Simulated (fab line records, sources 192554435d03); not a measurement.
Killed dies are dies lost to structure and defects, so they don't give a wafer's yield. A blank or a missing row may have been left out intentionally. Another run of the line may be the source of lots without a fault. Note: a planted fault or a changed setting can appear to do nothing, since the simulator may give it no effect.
A struck lot beside a sound one || flow n5_finfet || 15 out of 1938 route steps
Sound: these wafers, L529.2, L529.3, L529.4. Wafers struck: L527.1, L527.2, L527.5. The cause comes at the end.
At each step with rows: each side's tool, then ch and its chambers, then its first start. Under that, the readings that differ: sound wafers || struck wafers || difference of the means || sigmas: that difference in standard deviations of wafers without a fault.
alike: a reading whose means differ by less than 2 such deviations, as well as words and numbers matching on both sides. not compared: withheld readings; readings where some wafer has no value; bounds like >300 that might hide an equal value; numbers whose values overlap and for which the record gives no deviation.
Wherever a step has rows on one side only, a row that says differs or no value, or a row with sigmas, the two part there. Non-overlapping numbers with no deviation appear without sigmas and do not part them. A reading that every wafer of one side lacks parts them only if that side has two wafers or more.

first, 8 steps without rows for these wafers: N5_WELL_APT_HMDS_01 (time 60 s); N5_WELL_APT_COAT_02 (resist thk 950 nm); N5_WELL_APT_EBR_04; N5_WELL_APT_SOFTBAKE_03 (time 60 s); N5_WELL_APT_EXPOSE_05 (exposes mask NWELL, defocus 0 nm, target cd 200 nm); N5_WELL_APT_PEB_06 (peb time 90 s); N5_WELL_APT_DEVELOP_07 (develop time 45 s); N5_WELL_APT_HARDBAKE_12 (time 120 s).
N5_WELL_APT_CD_MEAS_08 targets a cd of 200 nm.
  sound on cd_sem-01 ch 0, day 2 19:41; struck on cd_sem-01 ch 0, day 2 07:42
  alike: cd_nm
N5_WELL_APT_OVL_MEAS_09:
  sound on overlay-01 ch 0, day 2 19:43; struck on overlay-02 ch 0, day 2 07:44
  alike: NWELL_OVL
N5_WELL_APT_INSPECT_10: inspects for defects (macro).
  sound: defect_inspect-02 at day 2 19:44; struck: defect_inspect-02 at day 2 07:45
  alike: raw_defect_count
N5_WELL_APT_DESCUM_13: chemistry O2, time 7.9 s.
  sound on rie_diel-06 ch 0,1, day 2 19:46; struck on rie_diel-04 ch 1,3, day 2 08:25
  alike: drypump_motor_current_A, oes_product_au, rf_fwd_power_W, rf_vpp_V, showerhead_plenum_p_Torr, temp_c, throttle_valve_pct
  not compared: rf_hours_counter_h
N5_WELL_APT_IMPLANT_14:
  sound on implanter-02 ch 0, day 2 19:54; struck on implanter-02 ch 0, day 2 08:54
  alike: dose_ions_cm2, faraday_current_uA, rotation_deg
then, 1 step without rows for these wafers: N5_WELL_APT_IMPLANT_15.
-- a jump in the record: the struck wafers' starts before and after are 11 days apart (it breaks off in module WELL_APT and resumes in module PASSIVATION, where the first step shown is number 1936 of the route) --
N5_PASSIVATION_PROBE_49:
  rows exist in the record for the struck wafers here (prober-02, day 12 22:25), but not for the sound ones

== WHERE THEY PART ==
Only at N5_PASSIVATION_PROBE_49, as far as this record shows.

WHY: what the simulator had put in
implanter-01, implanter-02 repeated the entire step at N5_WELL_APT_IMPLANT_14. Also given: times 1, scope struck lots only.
